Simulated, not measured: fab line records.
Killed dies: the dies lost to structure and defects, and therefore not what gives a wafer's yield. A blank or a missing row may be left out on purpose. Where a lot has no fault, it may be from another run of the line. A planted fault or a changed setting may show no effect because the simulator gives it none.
Matching of chambers ; flow n5 finfet ; 3 sister chambers for N5_BEOL_M1_PRE_CLEAN_60 on cvd co-02
The step time 15 s. 6 wafers are shown with their chamber, then 11 later ones without.

WAFERS PAIRED WITH THEIR CHAMBERS
wafer;chamber;heater power w (W)
L087.2;0;75
L089.3;1;82
L091.1;2;110
L091.3;0;76
L091.5;2;107
L093.1;1;84

WAFERS MISSING THEIR CHAMBER
wafer;heater power w (W)
L093.3;77
L093.4;76
L094.1;76
L094.5;85
L094.6;77
L095.2;109
L095.3;86
L095.5;85
L097.2;87
L097.3;77
L097.6;77

WHICH CHAMBER EACH ONE RAN IN
wafer;from the rows above;in truth
L093.3;0;0
L093.4;0;0
L094.1;0;0
L094.5;1;1
L094.6;0;0
L095.2;2;2
L095.3;1;1
L095.5;1;1
L097.2;1;1
L097.3;0;0
L097.6;0;0
11 of 11 placed correctly. Number that these rows cannot place: 0. 0 placed wrongly.
How it was worked out, from the rows above alone: a wafer's distance from a chamber is the root of the sum, over the readings, of the square of ((its reading less the chamber's mean) divided by the reading's scatter). The wafer belongs to the nearest chamber; if the next one is less than 2 further off, it can't be placed. The mean given for a chamber averages the wafers shown for that chamber. How the scatter is found: for the shown wafers, subtract from each reading the mean of its chamber, square and add these, divide the total by (wafers less chambers), then take the root.
